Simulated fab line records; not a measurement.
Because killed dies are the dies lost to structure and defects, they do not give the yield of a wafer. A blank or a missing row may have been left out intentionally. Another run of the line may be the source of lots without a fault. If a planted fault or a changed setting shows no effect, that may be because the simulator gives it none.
Chamber matching / flow n5 finfet / N5_BEOL_M6_STRIP_19 on rie diel-06 has 4 sister chambers
The step strips in O2. 4 wafers are shown with their chamber, then 10 later ones without.

== WAFERS, EACH WITH ITS CHAMBER ==
wafer=L089.3; chamber=3; drypump motor current A (A)=4.9
wafer=L089.5; chamber=2; drypump motor current A (A)=5.4
wafer=L088.3; chamber=1; drypump motor current A (A)=5.9
wafer=L088.5; chamber=0; drypump motor current A (A)=5.3

== WAFERS WITHOUT THEIR CHAMBER ==
wafer=L088.6; drypump motor current A (A)=5.9
wafer=L094.3; drypump motor current A (A)=5.3
wafer=L094.5; drypump motor current A (A)=5.4
wafer=L094.6; drypump motor current A (A)=5.0
wafer=L095.2; drypump motor current A (A)=5.3
wafer=L095.4; drypump motor current A (A)=5.9
wafer=L095.5; drypump motor current A (A)=5.4
wafer=L097.1; drypump motor current A (A)=4.9
wafer=L097.3; drypump motor current A (A)=5.2
wafer=L097.4; drypump motor current A (A)=5.9

== CHAMBER TAKEN BY EACH ==
wafer=L088.6; from the rows above=1; in truth=1
wafer=L094.3; from the rows above=0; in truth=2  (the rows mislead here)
wafer=L094.5; from the rows above=2; in truth=2
wafer=L094.6; from the rows above=3; in truth=3
wafer=L095.2; from the rows above=0; in truth=0
wafer=L095.4; from the rows above=1; in truth=1
wafer=L095.5; from the rows above=2; in truth=2
wafer=L097.1; from the rows above=3; in truth=3
wafer=L097.3; from the rows above=0; in truth=0
wafer=L097.4; from the rows above=1; in truth=1
9 of 10 placed correctly. Not placeable from these rows: 0. Placed wrongly: 1.
How it was worked out, from the rows above alone: a wafer's distance from a chamber is the root of the sum, over the readings, of the square of ((its reading less the chamber's mean) divided by the reading's scatter). If the next closest chamber is less than 2 further off than the closest, the wafer can't be placed; otherwise it belongs to the closest. The mean given for a chamber averages the wafers shown for that chamber. The scatter (one wafer shown for each chamber): square how far every hidden wafer sits from the nearest shown wafer, average those squares and take the square root.
